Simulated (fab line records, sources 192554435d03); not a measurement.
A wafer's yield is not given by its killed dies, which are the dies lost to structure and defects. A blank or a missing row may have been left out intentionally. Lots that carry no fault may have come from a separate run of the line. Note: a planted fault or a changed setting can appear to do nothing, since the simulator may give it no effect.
Split-lot trial + flow n5Finfet + on a route of 1938 steps: 7 lots, 21 wafers read

== ON THE SPLIT ==
At N5_BEOL_M14_TRENCH_ETCH_34 (etches SiO2 in C4F8/O2/Ar, target depth 556.65 nm, time 126.9 s), the setting timeS was moved away from the recipe's 126.9 s on 7 of the 21 wafers read, by -18.0% to +20.5%. For the rest of the wafers, this setting stayed at what the recipe calls for.

== FROM THE SPLIT TO THE READING: what the file shows between them, 10 steps ==
- N5_BEOL_M14_STRIP_70: strips in C4F8/O2/Ar
- N5_BEOL_M14_OCD_MEAS_35
- N5_BEOL_M14_STRIP_37: strips in O2
- N5_BEOL_M14_ETCH_38: etches SiCN in CF4/N2, target depth 106.5 nm, time 120.6 s
- N5_BEOL_M14_ECD_47: material Cu, target thk 1248 nm
- N5_BEOL_M14_ANNEAL_48: time 90 s
- N5_BEOL_M14_CMP_49: polishes, stops on SiO2, t overpolish 5.2 s, target thk 560 nm
- N5_BEOL_M14_THK_MEAS_50: measures by xrf
- N5_BEOL_M14_PRE_CLEAN_52: time 15 s
- N5_BEOL_M14_DEP_53: deposits SiCN from 3MS/NH3, target thk 50 nm, time 17.8 s

== THE READING ==
M14_RS in ohm/sq, measured at N5_BEOL_M14_RS_MEAS_54 by four-point-probe. Typical for fault-free wafers on this fab line: 0.0336 ohm/sq, with standard deviation 0.00056 ohm/sq.

| wafer  | tool, chamber at the split | timeS as run, s | against the recipe | M14_RS, ohm/sq | against lot-mates on the recipe |
|--------|----------------------------|-----------------|--------------------|----------------|---------------------------------|
| L075.2 | rieDiel-05, 1              | 126.9           | recipe             | 0.0321         | -                               |
| L075.3 | rieDiel-05, 0              | 126.9           | recipe             | 0.0334         | -                               |
| L075.6 | rieDiel-05, 3              | 126.9           | recipe             | 0.0331         | -                               |
| L077.1 | rieDiel-05, 3              | 126.9           | recipe             | 0.0332         | -                               |
| L077.2 | rieDiel-05, 1              | 140             | +10.3%             | 0.0295         | -0.0037                         |
| L077.3 | rieDiel-05, 2              | 140             | +10.3%             | 0.0315         | -0.0017                         |
| L076.1 | rieDiel-05, 2              | 126.9           | recipe             | 0.0346         | -                               |
| L076.2 | rieDiel-05, 1              | 112.4           | -11.4%             | 0.0363         | +0.0017                         |
| L076.3 | rieDiel-05, 3              | 112.4           | -11.4%             | 0.0377         | +0.0031                         |
| L083.3 | rieDiel-03, 2              | 126.9           | recipe             | 0.0337         | -                               |
| L083.4 | rieDiel-03, 1              | 126.9           | recipe             | 0.0333         | -                               |
| L083.5 | rieDiel-03, 0              | 104.1           | -18.0%             | 0.0416         | +0.0081                         |
| L085.2 | rieDiel-06, 3              | 152.9           | +20.5%             | 0.0277         | -0.0059                         |
| L085.4 | rieDiel-06, 2              | 126.9           | recipe             | 0.0337         | -                               |
| L085.6 | rieDiel-06, 3              | 126.9           | recipe             | 0.0335         | -                               |
| L092.1 | rieDiel-03, 2              | 126.9           | recipe             | 0.0339         | -                               |
| L092.3 | rieDiel-03, 1              | 126.9           | recipe             | 0.0332         | -                               |
| L092.6 | rieDiel-03, 3              | 126.9           | recipe             | 0.0332         | -                               |
| L096.3 | rieDiel-03, 3              | 126.9           | recipe             | 0.0335         | -                               |
| L096.4 | rieDiel-03, 2              | 110.8           | -12.7%             | 0.0391         | +0.0055                         |
| L096.5 | rieDiel-03, 3              | 126.9           | recipe             | 0.0337         | -                               |

FIT RESULTS
A straight line over all 21 wafers: M14_RS changes by -0.000345 ohm/sq for each +1% of timeS; r = -0.96; the points scatter about the line by 0.00086 ohm/sq.
The same after taking each lot's own level away (the mean of its wafers on the recipe; 21 wafers): -0.000323 ohm/sq for each +1%; r = -0.95; scatter 0.00091 ohm/sq.
According to that fit, moving timeS by its largest amount changes the reading by 0.0066 ohm/sq.
Measured against the standard deviation above, the lots' own levels, which go from 0.03287 to 0.03460 ohm/sq, span 3.1 times it.
Hence the lot-to-lot level has little effect on the slope; both slopes agree.
Check: with one of the wafers moved furthest among these (+20.5%) left out of the fit, the line predicts -0.00681 ohm/sq for it against its lot-mates. It came out at -0.0059 ohm/sq against them.

== OTHER SPLITS APPLIED TO THESE WAFERS ==
Note: prior to the reading, these wafers also went through further splits. Each is held against what the fit with the lots' levels taken away leaves over:
| other split on the same wafers | wafers away from the commonest value | r with M14_RS (lot level and that fit taken away) |
|--------------------------------|--------------------------------------|---------------------------------------------------|
| N5_BEOL_M13_EXPOSE_07 doseMj   | 4                                    | -0.05                                             |
| N5_BEOL_M14_EXPOSE_25 doseMj   | 6                                    | +0.01                                             |

== THE WHOLE CHAIN: every reading that the file lists as answering this split, in the file's order ==
| step                       | what it does                                                    | reading                                                                      | change (the file's fit)               | r (the file's) |
|----------------------------|-----------------------------------------------------------------|------------------------------------------------------------------------------|---------------------------------------|----------------|
| N5_BEOL_M14_TRENCH_ETCH_34 | etches SiO2 in C4F8/O2/Ar, target depth 556.65 nm, time 126.9 s | etch.depthNm (the simulator's own value, which no gauge read)                | +5.42 nm for each +1% of the setting  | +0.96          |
| N5_BEOL_M14_OCD_MEAS_35    |                                                                 | trenchDepthNm                                                                | +5.43 nm for each +1% of the setting  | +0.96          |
| N5_BEOL_M14_CMP_49         | polishes, stops on SiO2, t overpolish 5.2 s, target thk 560 nm  | Cu_of_BEOL_M14_ECD_47.thkNm (the simulator's own value, which no gauge read) | +5.41 nm for each +1% of the setting  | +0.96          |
| N5_BEOL_M14_THK_MEAS_50    | measures by xrf                                                 | M14_THK                                                                      | +5.5 for each +1% of the setting      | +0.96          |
| N5_BEOL_M14_RS_MEAS_54     | measures by four-point-probe                                    | M14_RS                                                                       | -0.000345 for each +1% of the setting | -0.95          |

== THE FILE'S OWN FIT ==
M14_RS changes by -0.000345 ohm/sq for each +1% of timeS, r = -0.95.
